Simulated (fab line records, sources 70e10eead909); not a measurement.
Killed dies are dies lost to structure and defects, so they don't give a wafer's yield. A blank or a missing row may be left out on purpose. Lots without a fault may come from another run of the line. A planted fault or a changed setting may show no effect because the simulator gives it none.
fab line records | flow nand_harc
record lots=24 wafers=72 last_day=24
route steps=1159 shown A_STAIRCASE@648 A_SLIT@779
lots that met no fault: from a run of the same line without faults
start_h: hours from the record's first day to the start of the lot's first wafer shown | wait_h: hours since the lot's step before | " the same as in the row above | L1.1+2: a row that stands for several wafers | - no value, or no start given | * or withheld: withheld | < > ~ a bound
route shown NAME@n: a module of which the file shows steps, and the number in the route of the first | usual: mean/standard deviation of fault-free wafers | same: alike in all rows | chamber/n: place in a boat | sites: the reading at each site | _std_site: their standard deviation | _edge_site: outer sites' mean less inner sites' | radius_mm: how far each site lies from the wafer's centre | mask NAME#n: copy n | behind: the tool/chamber that last shaped the wafer | hold: why the lot was held/for how many hours/how that ended | device: the transistor (n, p or np) that didn't switch | end of line: the same wafers' tests at the end of the route | a step without rows: its recipe alone | killed: dies lost to structure and defects at the first sort, not the wafer's yield | map: a wafer's dies, x killed, . not, _ none there
set.NAME: the setting as run; set.NAME@STEP: as run at that earlier step | model.NAME: the simulator's own value behind a step, which no gauge read
steps of the route over a sample of lots; a table a step, a row a wafer
services: from which hour (start_h, from the record's first day; less than 0 if before it) a tool's chamber was out of use, for how many hours, and why
## steps
# step NHARC_A_STAIRCASE_STRIP_254
# recipe power_w=1500 temp_c=250 chemistry=O2
# usual drypump_motor_current_A=5.89/0.25 heater_power_w=299/10
# columns lot.wafer tool chamber start_h wait_h drypump_motor_current_A heater_power_w rf_hours_counter_h
L074.1 plasma_asher-01 0 248.61 - 5.97 300 50
L074.4 " 0 " " 5.95 303 -
L074.5 " 0 " " 5.97 304 -
L075.2 plasma_asher-01 1 267.02 - 5.55 294 57
L075.4 " 1 " " 5.55 295 -
L075.6 " 1 " " 5.54 299 -
L078.2 plasma_asher-01 0 272.05 - 5.96 310 59
L078.1 " 1 " " 5.54 300 59
L078.6 " 0 " " 5.96 299 -
L076.3 plasma_asher-01 0 272.42 - 5.95 314 -
L076.4 " 1 " " 5.53 297 -
L076.5 " 0 " " 5.95 303 -
L077.4 plasma_asher-02 0 272.93 - 5.91 298 -
L077.6 " 0 " " 5.89 305 -
L077.5 " 1 " " 6.24 278 -
L081.2 plasma_asher-02 0 282.61 - 5.85 299 32
L081.3 " 1 " " 6.25 285 -
L081.5 " 1 " " 6.26 280 -
L080.1 plasma_asher-02 0 283.66 - 5.84 296 33
L080.2 " 1 " " 6.24 277 33
L080.6 " 0 " " 5.85 294 -
L079.2 plasma_asher-01 1 290.46 - 5.52 298 1
L079.4 " 0 " " 5.96 310 -
L079.6 " 0 " " 5.98 305 -
L082.1 plasma_asher-02 1 290.75 - 6.26 280 34
L082.3 " 0 " " 5.87 303 -
L082.6 " 1 " " 6.24 282 -
L083.1 plasma_asher-01 0 302.36 - 5.99 299 4
L083.3 " 0 " " 5.97 310 -
L083.5 " 0 " " 5.98 306 -
L086.2 plasma_asher-01 1 319.63 - 5.53 301 9
L086.4 " 0 " " 5.98 304 -
L086.5 " 1 " " 5.54 306 -
L084.2 plasma_asher-01 0 319.91 - 5.97 306 9
L084.1 " 1 " " 5.52 303 9
L084.4 " 1 " " 5.52 303 -
L087.4 plasma_asher-01 1 325.60 - 5.53 307 -
L087.5 " 1 " " 5.53 305 -
L087.6 " 0 " " 5.96 296 -
L085.1 plasma_asher-02 1 334.05 - 6.24 278 49
L085.3 " 1 " " 6.25 272 -
L085.5 " 1 " " 6.24 276 -
L089.1 plasma_asher-02 0 335.48 - 5.85 305 50
L089.5 " 0 " " 5.87 297 -
L089.6 " 1 " " 6.25 280 -
L088.3 plasma_asher-02 1 341.41 - 6.24 280 -
L088.4 " 0 " " 5.89 299 -
L088.6 " 0 " " 5.85 293 -
L091.3 plasma_asher-01 0 341.90 - 5.97 301 -
L091.5 " 0 " " 5.97 312 -
L091.6 " 1 " " 5.53 305 -
L090.1 plasma_asher-02 1 343.61 - 6.23 285 52
L090.2 " 0 " " 5.89 296 52
L090.3 " 1 " " 6.24 277 -
L093.2 plasma_asher-01 0 351.22 - 5.96 309 21
L093.4 " 0 " " 5.96 308 -
L093.6 " 0 " " 5.95 305 -
L092.1 plasma_asher-01 0 352.18 - 5.97 304 21
L092.4 " 0 " " 5.99 304 -
L092.3 " 1 " " 5.54 304 -
L094.1 plasma_asher-01 1 358.26 - 5.55 299 23
L094.2 " 0 " " 5.97 300 23
L094.5 " 1 " " 5.53 305 -
L096.1 plasma_asher-02 1 373.13 - 6.26 301 1
L096.3 " 0 " " 5.87 309 -
L096.5 " 1 " " 6.26 296 -
L095.2 plasma_asher-02 1 375.37 - 6.22 292 2
L095.4 " 1 " " 6.23 286 -
L095.6 " 1 " " 6.24 299 -
L097.1 plasma_asher-02 1 394.72 - 6.26 296 9
L097.2 " 0 " " 5.92 316 9
L097.3 " 1 " " 6.25 289 -
# step NHARC_A_STAIRCASE_ETCH_313
# recipe cf4_flow_sccm=100 chf3_flow_sccm=30 ar_flow_sccm=0 rf_w=500 bias_w=200 chemistry=CF4/CHF3
# usual bias_w=199.9/0.53 drypump_motor_current_A=6.0/0.43 mfc_ar_sccm=0.011/0.013 oes_product_au=0.929/0.019 rf_vpp_V=370.1/1.9 showerhead_plenum_p_Torr=1.56/0.053 throttle_valve_pct=16.802/0.0085
# columns lot.wafer tool chamber start_h wait_h bias_w drypump_motor_current_A mfc_ar_sccm oes_product_au rf_hours_counter_h rf_vpp_V showerhead_plenum_p_Torr throttle_valve_pct
L074.1 rie_diel-08 3 259.54 0.1 199.8 6.3 0.009 0.920 50 368.9 1.55 16.812
L074.4 " 0 " " 199.2 5.7 0.020 0.922 51 370.1 1.56 16.797
L074.5 " 2 " " 200.1 6.3 0.031 0.917 - 371.9 1.56 16.791
L075.4 rie_diel-09 3 277.55 0.1 199.8 5.3 0.008 0.924 7 370.8 1.61 16.814
L075.2 " 0 " " 199.3 5.8 0 0.914 8 366.4 1.48 16.801
L075.6 " 0 " " 199.2 5.7 0 0.912 - 366.8 1.48 16.796
L078.1 rie_diel-09 1 281.41 0.1 199.5 6.8 0 0.918 11 372.3 1.56 16.794
L078.2 " 2 " " 200.2 5.3 0 0.932 10 373.1 1.63 16.811
L078.6 " 1 " " 199.7 6.8 0 0.918 - 369.9 1.56 16.795
L076.4 rie_diel-08 2 282.57 0.1 200.1 6.2 0.031 0.903 60 369.2 1.55 16.805
L076.3 " 3 " " 200.4 6.3 0.009 0.919 62 369.5 1.54 16.800
L076.5 " 1 " " 199.1 6.5 0 0.927 - 368.9 1.50 16.796
L077.4 rie_diel-09 1 285.42 0.1 200.0 6.8 0 0.960 12 370.6 1.56 16.811
L077.6 " 0 " " 199.0 5.7 0 0.954 - 368.1 1.48 16.821
L077.5 " 1 " " 200.1 6.8 0 0.977 - 370.2 1.56 16.793
L081.2 rie_diel-08 2 293.43 0.1 199.5 6.3 0.031 0.908 62 370.1 1.55 16.819
L081.3 " 3 " " 199.4 6.3 0.009 0.929 64 369.5 1.54 16.781
L081.5 " 0 " " 199.1 5.7 0.020 0.923 - 371.0 1.56 16.793
L080.2 rie_diel-13 3 298.02 0.1 200.2 5.4 0.039 0.978 2 370.8 1.56 16.780
L080.1 " 0 " " 199.2 5.9 0 0.986 3 371.8 1.61 16.796
L080.6 " 1 " " 199.5 5.7 0.011 0.960 - 374.1 1.68 16.789
L079.4 rie_diel-13 0 306.76 0.1 200.5 5.9 0 0.977 7 373.2 1.61 16.811
L079.2 " 2 " " 200.0 6.3 0 0.972 5 368.5 1.51 16.794
L079.6 " 3 " " 199.5 5.4 0.039 0.985 - 370.5 1.56 16.803
L082.3 rie_diel-13 3 308.27 0.1 200.7 5.4 0.039 0.938 6 370.7 1.56 16.794
L082.1 " 0 " " 199.9 5.9 0 0.936 7 372.7 1.61 16.808
L082.6 " 2 " " 199.6 6.3 0 0.943 - 369.0 1.51 16.801
L083.1 rie_diel-09 1 315.29 0.1 200.7 6.8 0 0.900 23 370.6 1.56 16.803
L083.3 " 0 " " 200.6 5.7 0 0.905 21 365.7 1.48 16.806
L083.5 " 1 " " 200.1 6.8 0 0.901 - 369.8 1.56 16.813
L086.4 rie_diel-08 0 328.84 0.2 200.1 5.7 0.020 0.910 8 370.7 1.55 16.797
L086.2 " 1 " " 199.2 6.4 0 0.923 7 368.3 1.49 16.799
L086.5 " 0 " " 199.4 5.7 0.020 0.921 - 370.1 1.55 16.798
L084.1 rie_diel-08 1 329.50 0.4 200.1 6.5 0 0.916 7 368.5 1.49 16.809
L084.4 " 2 " " 199.9 6.3 0.031 0.915 8 370.4 1.55 16.796
L084.2 " 3 " " 200.2 6.3 0.009 0.919 8 369.0 1.54 16.807
L087.4 rie_diel-13 1 335.88 0.1 200.7 5.7 0.011 0.927 19 374.9 1.68 16.810
L087.6 " 2 " " 200.5 6.3 0 0.933 - 367.7 1.50 16.801
L087.5 " 3 " " 200.6 5.4 0.039 0.928 - 369.0 1.56 16.808
L085.1 rie_diel-08 3 343.00 0.1 198.6 6.4 0.009 0.919 14 370.9 1.54 16.800
L085.3 " 1 " " 200.1 6.4 0 0.924 14 367.7 1.49 16.813
L085.5 " 3 " " 198.8 6.3 0.009 0.918 - 370.3 1.54 16.794
L089.1 rie_diel-13 0 347.71 0.1 199.9 5.9 0 0.928 25 372.2 1.60 16.804
L089.5 " 0 " " 199.8 5.9 0 0.931 - 371.5 1.60 16.794
L089.6 " 1 " " 200.0 5.7 0.011 0.924 - 375.7 1.68 16.815
L088.3 rie_diel-08 3 354.50 0.1 200.6 6.4 0.009 0.927 19 369.3 1.54 16.804
L088.4 " 1 " " 199.6 6.4 0 0.924 18 368.4 1.49 16.804
L088.6 " 0 " " 200.0 5.7 0.020 0.919 - 370.2 1.55 16.811
L091.3 rie_diel-13 2 357.44 0.1 199.1 6.3 0 0.934 27 368.5 1.50 16.790
L091.6 " 0 " " 199.6 5.9 0 0.931 - 370.4 1.60 16.805
L091.5 " 1 " " 199.6 5.7 0.011 0.917 - 372.6 1.68 16.808
L090.3 rie_diel-08 2 359.39 0.1 200.0 6.3 0.031 0.915 20 369.5 1.55 16.792
L090.1 " 3 " " 200.4 6.3 0.009 0.923 20 369.5 1.54 16.807
L090.2 " 0 " " 199.1 5.7 0.020 0.915 19 369.7 1.55 16.804
L093.2 rie_diel-08 0 362.51 0.1 199.6 5.7 0.020 0.908 19 370.3 1.55 16.805
L093.4 " 2 " " 200.0 6.2 0.031 0.920 21 370.4 1.55 16.801
L093.6 " 1 " " 199.9 6.5 0 0.934 - 367.2 1.49 16.786
L092.3 rie_diel-13 1 365.04 0.1 198.9 5.7 0.011 0.936 30 373.0 1.68 16.820
L092.1 " 2 " " 200.3 6.3 0 0.937 29 369.9 1.50 16.809
L092.4 " 3 " " 199.9 5.4 0.039 0.922 30 369.7 1.56 16.788
L094.2 rie_diel-09 2 369.34 0.1 200.0 5.4 0 0.925 43 373.0 1.62 16.804
L094.1 " 1 " " 200.3 6.8 0 0.920 41 369.8 1.56 16.810
L094.5 " 2 " " 199.7 5.3 0 0.939 - 372.3 1.62 16.803
L096.3 rie_diel-08 0 381.86 0.1 200.2 5.7 0.020 0.920 24 368.4 1.55 16.806
L096.1 " 2 " " 200.5 6.3 0.031 0.936 26 369.7 1.55 16.811
L096.5 " 0 " " 200.3 5.6 0.020 0.913 - 369.3 1.55 16.813
L095.4 rie_diel-08 2 384.41 0.1 199.9 6.3 0.031 0.928 27 369.4 1.55 16.816
L095.2 " 3 " " 199.8 6.4 0.009 0.919 27 368.6 1.54 16.801
L095.6 " 2 " " 199.6 6.3 0.031 0.922 - 369.7 1.55 16.817
L097.1 rie_diel-08 2 404.91 0.1 199.4 6.3 0.031 0.939 35 369.9 1.54 16.799
L097.3 " 3 " " 200.6 6.3 0.009 0.948 35 368.0 1.53 16.785
L097.2 " 1 " " 200.1 6.4 0 0.953 33 368.1 1.49 16.809
# step NHARC_A_STAIRCASE_ETCHBACK_416
# recipe target_depth_a=360 time_s=7.2 c4f8_flow_sccm=withheld o2_flow_sccm=8 ar_flow_sccm=withheld rf_w=600 bias_w=800 chemistry=C4F8/O2/Ar
# usual bias_w=800.3/2.3 oes_product_au=0.931/0.026 rf_vpp_V=722/3.6
# columns lot.wafer tool chamber start_h wait_h bias_w oes_product_au rf_hours_counter_h rf_vpp_V
L074.1 rie_diel-08 2 - - 803.7 0.907 51 723
L074.4 " 1 " " 800.7 0.916 51 719
L074.5 " 2 " " 800.2 0.914 - 722
L075.2 rie_diel-09 2 - - 802.6 0.931 10 726
L075.6 " 0 " " 796.1 0.904 - 717
L075.4 " 1 " " 805.5 0.918 - 722
L078.2 rie_diel-08 1 - - 797.9 0.925 61 717
L078.1 " 2 " " 804.6 0.915 61 722
L078.6 " 2 " " 801.2 0.921 - 724
L076.3 rie_diel-09 1 - - 802.0 0.995 13 724
L076.4 " 2 " " 800.9 1.014 13 727
L076.5 " 0 " " 804.0 0.981 - 716
L077.4 rie_diel-08 1 - - 798.7 0.930 62 718
L077.6 " 0 " " 802.0 0.917 - 721
L077.5 " 1 " " 797.9 0.921 - 718
L081.3 rie_diel-08 2 - - 802.6 0.913 63 723
L081.2 " 1 " " 798.4 0.922 64 717
L081.5 " 2 " " 799.9 0.919 - 722
L080.2 rie_diel-08 2 - - 799.3 0.911 65 722
L080.1 " 1 " " 801.3 0.920 65 718
L080.6 " 2 " " 796.0 0.920 - 722
L079.4 rie_diel-13 0 - - 799.8 0.923 7 723
L079.2 " 1 " " 800.7 0.926 7 730
L079.6 " 3 " " 798.7 0.937 - 722
L082.3 rie_diel-13 1 - - 798.9 0.935 8 730
L082.1 " 2 " " 800.3 0.938 7 719
L082.6 " 1 " " 801.9 0.922 - 730
L083.1 rie_diel-08 0 - - 804.8 0.997 3 721
L083.3 " 2 " " 799.3 0.996 3 722
L083.5 " 1 " " 797.5 1.000 - 720
L086.4 rie_diel-09 0 - - 800.5 0.986 30 716
L086.2 " 2 " " 801.1 1.010 30 727
L086.5 " 0 " " 799.7 0.986 - 716
L084.1 rie_diel-13 0 - - 801.0 0.923 20 725
L084.4 " 1 " " 799.6 0.921 18 729
L084.2 " 2 " " 802.5 0.925 17 719
L087.4 rie_diel-08 3 - - 796.1 0.916 13 721
L087.6 " 0 " " 794.3 0.922 - 722
L087.5 " 1 " " 798.3 0.916 - 718
L085.3 rie_diel-13 1 - - 794.8 0.927 24 729
L085.1 " 2 " " 801.0 0.922 23 719
L085.5 " 0 " " 797.9 0.916 - 723
L089.1 rie_diel-09 0 - - 799.5 0.918 36 716
L089.6 " 3 " " 799.9 0.923 - 726
L089.5 " 0 " " 801.6 0.905 - 716
L088.4 rie_diel-08 0 - - 799.7 0.912 18 722
L088.3 " 2 " " 798.9 0.922 20 721
L088.6 " 0 " " 804.0 0.913 - 721
L091.3 rie_diel-13 1 - - 801.6 0.922 29 729
L091.5 " 3 " " 799.4 0.931 - 723
L091.6 " 0 " " 802.5 0.927 - 726
L090.2 rie_diel-09 1 - - 799.6 0.928 40 722
L090.3 " 2 " " 805.7 0.930 42 725
L090.1 " 0 " " 800.6 0.913 40 716
L093.4 rie_diel-09 0 - - 796.5 0.910 40 715
L093.2 " 2 " " 800.4 0.923 43 728
L093.6 " 0 " " 800.2 0.904 - 715
L092.1 rie_diel-09 3 - - 801.1 0.920 42 725
L092.3 " 0 " " 802.5 0.909 41 717
L092.4 " 1 " " 799.7 0.912 41 723
L094.1 rie_diel-13 1 - - 797.4 0.920 33 730
L094.2 " 0 " " 801.9 0.936 33 723
L094.5 " 2 " " 798.8 0.922 - 718
L096.3 rie_diel-08 0 - - 798.8 0.910 25 721
L096.1 " 1 " " 800.5 0.927 26 718
L096.5 " 0 " " 802.2 0.921 - 724
L095.2 rie_diel-08 1 - - 800.3 0.932 26 719
L095.4 " 3 " " 804.1 0.919 28 720
L095.6 " 1 " " 798.8 0.928 - 717
L097.1 rie_diel-13 1 - - 803.8 0.922 46 729
L097.2 " 3 " " 800.2 0.927 44 722
L097.3 " 0 " " 801.1 0.944 46 725
# step NHARC_A_STAIRCASE_DEP_151
# recipe target_thk_a=38000 temp_c=400 target_thk_nm=3800 teos_flow_sccm=200 rf_w=500 material=SiO2
# usual heater_power_w=598/77
# columns lot.wafer tool chamber start_h wait_h heater_power_w since_wet_clean_h
L074.1 pecvd-01 0 275.78 0.5 648 26
L074.4 " 2 " " 489 -
L074.5 " 0 " " 579 -
L075.2 pecvd-01 1 295.75 0.4 733 46
L075.6 " 1 " " 681 -
L075.4 " 0 " " 593 -
L078.2 pecvd-04 0 297.73 0.4 554 90
L078.1 " 2 " " 705 90
L078.6 " 1 " " 569 -
L076.3 pecvd-01 0 297.97 0.6 660 48
L076.5 " 2 " " 476 -
L076.4 " 0 " " 585 -
L077.4 pecvd-01 0 301.83 0.7 578 -
L077.6 " 1 " " 669 -
L077.5 " 2 " " 488 -
L081.3 pecvd-03 1 309.59 0.5 613 4
L081.2 " 2 " " 691 4
L081.5 " 0 " " 508 -
L080.2 pecvd-04 1 314.12 0.4 702 106
L080.1 " 2 " " 694 106
L080.6 " 1 " " 571 -
L082.1 pecvd-01 0 323.02 0.5 704 73
L082.3 " 1 " " 753 73
L082.6 " 2 " " 485 -
L079.2 pecvd-03 2 323.12 0.6 609 18
L079.6 " 0 " " 506 -
L079.4 " 1 " " 533 -
L083.1 pecvd-03 0 331.51 0.4 533 26
L083.3 " 1 " " 669 26
L083.5 " 1 " " 531 -
L086.2 pecvd-04 2 345.92 0.4 692 138
L086.4 " 0 " " 503 -
L086.5 " 1 " " 580 -
L084.2 pecvd-03 1 346.00 0.5 661 41
L084.1 " 0 " " 513 41
L084.4 " 0 " " 495 -
L087.5 pecvd-04 1 352.65 0.7 563 -
L087.4 " 2 " " 597 -
L087.6 " 0 " " 500 -
L085.3 pecvd-03 1 359.45 0.5 546 54
L085.1 " 2 " " 678 54
L085.5 " 1 " " 545 -
L089.1 pecvd-03 0 364.21 0.4 600 59
L089.5 " 0 " " 517 -
L089.6 " 2 " " 580 -
L091.3 pecvd-03 1 372.95 0.5 522 68
L091.5 " 1 " " 534 -
L091.6 " 2 " " 581 -
L088.3 pecvd-01 0 373.05 0.6 699 123
L088.6 " 1 " " 652 -
L088.4 " 2 " " 488 -
L090.2 pecvd-01 2 377.01 0.4 562 127
L090.1 " 0 " " 692 127
L090.3 " 1 " " 800 127
L093.2 pecvd-03 0 377.20 0.6 638 72
L093.4 " 2 " " 567 -
L093.6 " 0 " " 495 -
L092.1 pecvd-01 1 377.58 1.0 765 128
L092.3 " 2 " " 594 128
L092.4 " 2 " " 480 -
L094.1 pecvd-03 1 386.87 0.4 643 82
L094.2 " 0 " " 565 82
L094.5 " 2 " " 574 -
L095.2 pecvd-01 1 398.58 0.4 745 149
L095.4 " 2 " " 477 -
L095.6 " 0 " " 586 -
L096.1 pecvd-03 1 398.60 0.4 641 93
L096.3 " 2 " " 687 93
L096.5 " 2 " " 573 -
L097.3 pecvd-04 0 418.93 0.4 595 30
L097.2 " 1 " " 591 30
L097.1 " 2 " " 685 30
# step NHARC_A_STAIRCASE_DESCUM_443
# recipe time_s=3 o2_flow_sccm=200 ar_flow_sccm=0 bias_power_w=0 chemistry=O2
# usual drypump_motor_current_A=5.9/0.5 mfc_ar_sccm=0.009/0.013 oes_product_au=0.997/0.011 rf_vpp_V=57.6/0.84 showerhead_plenum_p_Torr=1.90/0.075 throttle_valve_pct=11.310/0.0093
# columns lot.wafer tool chamber start_h wait_h drypump_motor_current_A mfc_ar_sccm oes_product_au rf_hours_counter_h rf_vpp_V showerhead_plenum_p_Torr throttle_valve_pct
L074.4 rie_diel-13 2 299.40 - 6.3 0 1.002 3 58.6 1.83 11.307
L074.1 " 3 " " 5.4 0.039 1.010 3 56.8 1.90 11.308
L074.5 " 2 " " 6.3 0 1.006 - 59.3 1.83 11.331
L076.3 rie_diel-13 1 327.87 - 5.7 0.011 1.002 14 58.0 2.05 11.312
L076.4 " 3 " " 5.4 0.039 1.002 14 56.8 1.90 11.286
L076.5 " 1 " " 5.7 0.011 1.002 - 58.9 2.05 11.309
L075.4 rie_diel-09 0 327.87 - 5.8 0 0.986 26 56.8 1.79 11.320
L075.2 " 1 " " 6.8 0 0.992 27 58.0 1.90 11.303
L075.6 " 3 " " 5.3 0.008 0.997 - 56.2 1.96 11.318
L077.4 rie_diel-09 1 327.91 - 6.8 0 0.993 27 57.6 1.90 11.306
L077.6 " 1 " " 6.8 0 0.987 - 58.6 1.90 11.316
L077.5 " 2 " " 5.3 0 1.004 - 56.6 1.98 11.311
L078.2 rie_diel-13 2 327.92 - 6.3 0 0.993 14 57.0 1.82 11.297
L078.1 " 0 " " 5.9 0 0.993 14 57.7 1.96 11.300
L078.6 " 2 " " 6.3 0 0.998 - 57.0 1.82 11.301
L081.3 rie_diel-09 3 333.82 - 5.3 0.008 0.999 29 57.5 1.96 11.299
L081.2 " 1 " " 6.8 0 0.989 30 57.6 1.90 11.308
L081.5 " 2 " " 5.3 0 1.010 - 59.0 1.98 11.303
L080.2 rie_diel-13 3 340.06 - 5.4 0.039 1.000 22 57.5 1.89 11.304
L080.1 " 0 " " 5.9 0 0.997 23 58.2 1.95 11.305
L080.6 " 3 " " 5.4 0.039 0.994 - 57.7 1.89 11.316
L082.1 rie_diel-09 3 347.51 - 5.3 0.008 0.994 33 60.2 1.96 11.317
L082.3 " 1 " " 6.8 0 0.986 35 58.0 1.89 11.301
L082.6 " 3 " " 5.3 0.008 0.999 - 57.6 1.96 11.323
L079.2 rie_diel-08 1 347.69 - 6.4 0 0.989 16 57.8 1.81 11.310
L079.4 " 2 " " 6.3 0.031 0.993 15 57.2 1.88 11.322
L079.6 " 2 " " 6.3 0.031 0.990 - 58.5 1.88 11.314
L083.3 rie_diel-09 2 357.82 - 5.4 0 1.011 41 58.4 1.98 11.299
L083.1 " 3 " " 5.3 0.008 0.994 38 57.6 1.95 11.293
L083.5 " 0 " " 5.8 0 0.990 - 58.8 1.78 11.296
L084.2 rie_diel-13 2 370.79 - 6.3 0 1.000 29 58.3 1.82 11.297
L084.1 " 3 " " 5.4 0.039 1.015 30 58.0 1.89 11.310
L084.4 " 0 " " 5.9 0 1.013 32 58.4 1.95 11.326
L086.4 rie_diel-09 3 370.94 - 5.3 0.008 0.989 42 58.7 1.95 11.318
L086.2 " 2 " " 5.3 0 1.019 44 56.4 1.98 11.315
L086.5 " 0 " " 5.7 0 0.981 - 57.2 1.78 11.305
L087.4 rie_diel-09 1 378.21 - 6.8 0 0.989 43 57.5 1.89 11.302
L087.5 " 2 " " 5.3 0 1.012 - 57.0 1.98 11.307
L087.6 " 3 " " 5.3 0.008 1.001 - 57.8 1.95 11.315
L085.3 rie_diel-13 1 385.69 - 5.7 0.011 0.986 35 58.8 2.04 11.303
L085.1 " 2 " " 6.3 0 0.992 33 56.2 1.82 11.304
L085.5 " 3 " " 5.4 0.039 1.008 - 57.2 1.89 11.316
L089.1 rie_diel-09 1 390.54 - 6.8 0 0.984 48 57.5 1.89 11.320
L089.6 " 0 " " 5.7 0 0.988 - 58.0 1.78 11.306
L089.5 " 1 " " 6.8 0 0.998 - 57.0 1.89 11.315
L091.3 rie_diel-13 2 399.07 - 6.3 0 1.010 39 55.8 1.81 11.321
L091.6 " 2 " " 6.4 0 1.003 - 57.4 1.82 11.328
L091.5 " 3 " " 5.4 0.039 1.008 - 57.4 1.89 11.312
L088.4 rie_diel-09 1 399.10 - 6.8 0 0.990 52 57.3 1.89 11.314
L088.3 " 0 " " 5.8 0 0.975 51 56.7 1.78 11.319
L088.6 " 1 " " 6.8 0 0.992 - 57.1 1.89 11.296
L093.4 rie_diel-13 0 399.19 - 5.9 0 1.002 40 59.5 1.95 11.325
L093.2 " 1 " " 5.7 0.011 1.002 41 56.7 2.04 11.307
L093.6 " 3 " " 5.4 0.039 1.009 - 57.0 1.89 11.315
L090.3 rie_diel-08 1 399.20 - 6.5 0 0.991 29 56.5 1.80 11.320
L090.2 " 2 " " 6.3 0.031 1.003 32 57.1 1.88 11.320
L090.1 " 3 " " 6.4 0.009 0.994 32 58.9 1.86 11.298
L092.4 rie_diel-09 3 401.09 - 5.3 0.008 1.003 55 57.1 1.95 11.294
L092.3 " 0 " " 5.7 0 0.982 53 57.4 1.78 11.307
L092.1 " 1 " " 6.8 0 0.991 53 58.5 1.89 11.313
L094.1 rie_diel-08 3 411.06 - 6.4 0.009 0.998 37 57.0 1.86 11.305
L094.2 " 0 " " 5.7 0.020 0.987 32 56.4 1.88 11.323
L094.5 " 2 " " 6.3 0.031 0.999 - 57.8 1.87 11.327
L096.3 rie_diel-08 0 423.43 - 5.7 0.020 0.991 37 57.7 1.88 11.309
L096.1 " 2 " " 6.3 0.031 0.998 40 56.5 1.87 11.305
L096.5 " 1 " " 6.5 0 1.001 - 56.4 1.80 11.327
L095.4 rie_diel-09 0 423.46 - 5.7 0 0.984 60 57.1 1.78 11.313
L095.2 " 2 " " 5.4 0 1.011 65 57.7 1.97 11.297
L095.6 " 1 " " 6.7 0 0.988 - 57.2 1.89 11.325
L097.3 rie_diel-08 3 448.22 - 6.4 0.009 0.984 52 57.2 1.86 11.296
L097.2 " 0 " " 5.7 0.020 0.987 47 58.1 1.87 11.305
L097.1 " 1 " " 6.5 0 1.009 50 56.7 1.80 11.303
# step NHARC_A_SLIT_DEP_25
# recipe target_thk_a=2000 temp_c=400 pressure_torr=6.5 rf_w=900 teos_flow_sccm=161.4 flow_sccm=2650 target_thk_nm=200 gas=O2 material=SiO2
# usual heater_power_w=528/72 throttle_valve_pct=15.9/0.52
# columns lot.wafer tool chamber start_h wait_h heater_power_w since_wet_clean_h throttle_valve_pct
L074.1 pecvd-02 2 314.88 0.1 589 149 14.6
L074.5 " 0 " " 516 - 16.8
L074.4 " 2 " " 610 - 14.9
L075.2 pecvd-04 2 340.68 0.4 554 132 16.0
L075.4 " 0 " " 493 - 15.9
L075.6 " 2 " " 578 - 16.1
L076.3 pecvd-03 0 340.75 0.3 476 - 16.2
L076.4 " 2 " " 433 - 15.6
L076.5 " 2 " " 438 - 15.5
L078.1 pecvd-04 1 340.83 0.4 499 133 15.4
L078.2 " 2 " " 465 133 16.0
L078.6 " 1 " " 505 - 15.8
L077.4 pecvd-03 0 341.10 0.7 401 - 16.3
L077.6 " 0 " " 413 - 16.0
L077.5 " 2 " " 431 - 15.6
L081.3 pecvd-04 0 346.53 0.2 474 138 15.8
L081.2 " 1 " " 537 138 15.7
L081.5 " 2 " " 484 - 16.1
L080.1 pecvd-03 0 356.18 0.1 490 51 16.3
L080.2 " 1 " " 527 51 15.7
L080.6 " 2 " " 535 - 15.7
L082.3 pecvd-04 0 360.13 0.1 474 152 15.9
L082.1 " 1 " " 550 152 15.8
L082.6 " 1 " " 544 - 15.6
L079.2 pecvd-02 2 360.23 0.1 648 13 14.9
L079.4 " 1 " " 565 - 16.5
L079.6 " 2 " " 650 - 14.9
L083.3 pecvd-02 2 369.99 0.1 740 23 14.9
L083.1 " 0 " " 518 23 16.0
L083.5 " 2 " " 553 - 15.2
L084.2 pecvd-02 1 383.15 0.1 541 36 16.7
L084.1 " 2 " " 697 36 15.0
L084.4 " 0 " " 644 - 16.5
L086.2 pecvd-03 1 383.28 0.1 524 78 15.8
L086.4 " 0 " " 473 - 16.3
L086.5 " 2 " " 562 - 15.6
L087.4 pecvd-04 1 392.23 0.2 437 - 16.0
L087.6 " 2 " " 570 - 16.3
L087.5 " 0 " " 495 - 15.8
L085.3 pecvd-02 0 398.10 0.1 558 51 16.2
L085.1 " 2 " " 682 51 14.9
L085.5 " 2 " " 691 - 15.1
L089.1 pecvd-04 1 404.35 0.1 508 15 16.4
L089.5 " 0 " " 401 - 15.7
L089.6 " 1 " " 502 - 16.1
L088.3 pecvd-02 2 414.67 0.1 584 67 15.1
L088.6 " 0 " " 606 - 16.2
L088.4 " 1 " " 527 - 16.5
L091.3 pecvd-03 1 414.75 0.2 470 109 15.8
L091.5 " 2 " " 568 - 15.4
L091.6 " 0 " " 389 - 16.4
L090.1 pecvd-04 0 414.76 0.1 490 26 15.6
L090.2 " 1 " " 438 26 16.0
L090.3 " 2 " " 590 26 16.3
L093.2 pecvd-02 1 414.90 0.2 563 68 16.8
L093.6 " 2 " " 635 - 15.3
L093.4 " 1 " " 570 - 16.8
L092.1 pecvd-03 2 414.90 0.2 536 110 16.0
L092.3 " 0 " " 478 110 16.4
L092.4 " 1 " " 463 - 15.5
L094.2 pecvd-03 2 423.31 0.1 564 118 15.6
L094.1 " 0 " " 465 118 16.3
L094.5 " 0 " " 474 - 16.3
L095.2 pecvd-02 1 436.19 0.1 555 89 16.7
L095.6 " 1 " " 570 - 17.0
L095.4 " 2 " " 655 - 14.7
L096.3 pecvd-03 2 436.20 0.1 552 131 15.9
L096.1 " 1 " " 512 131 15.6
L096.5 " 0 " " 435 - 16.4
L097.2 pecvd-02 2 461.63 0.1 615 114 15.1
L097.3 " 0 " " 572 114 16.7
L097.1 " 1 " " 580 114 16.9
## services
# columns tool chamber start_h hours kind
rie_diel-13 1 232.74 8.7 repair
plasma_asher-01 - 233.44 3.1 repair
rie_diel-09 - 238.48 0.9 repair
rie_diel-08 1 243.07 5.1 repair
rie_diel-09 - 254.16 9.0 pm
rie_diel-13 0 261.74 9.7 repair
plasma_asher-01 - 262.62 1.5 repair
rie_diel-08 - 272.88 0.7 repair
rie_diel-08 0 275.11 3.0 repair
plasma_asher-01 - 276.00 9.0 pm
rie_diel-13 - 276.05 9.0 pm
rie_diel-09 3 280.83 3.4 repair
pecvd-03 - 284.59 2.8 repair
pecvd-03 - 292.35 13.0 pm
rie_diel-13 - 296.68 1.2 repair
rie_diel-08 - 302.89 9.0 pm
rie_diel-09 0 305.02 1.4 repair
pecvd-03 - 336.87 1.7 repair
plasma_asher-01 - 394.88 0.6 repair
rie_diel-08 0 397.27 2.3 repair
plasma_asher-01 - 399.43 5.1 repair
rie_diel-09 - 431.16 9.0 pm
rie_diel-13 - 453.36 9.0 pm
rie_diel-09 0 458.56 6.1 repair
## key
fault none
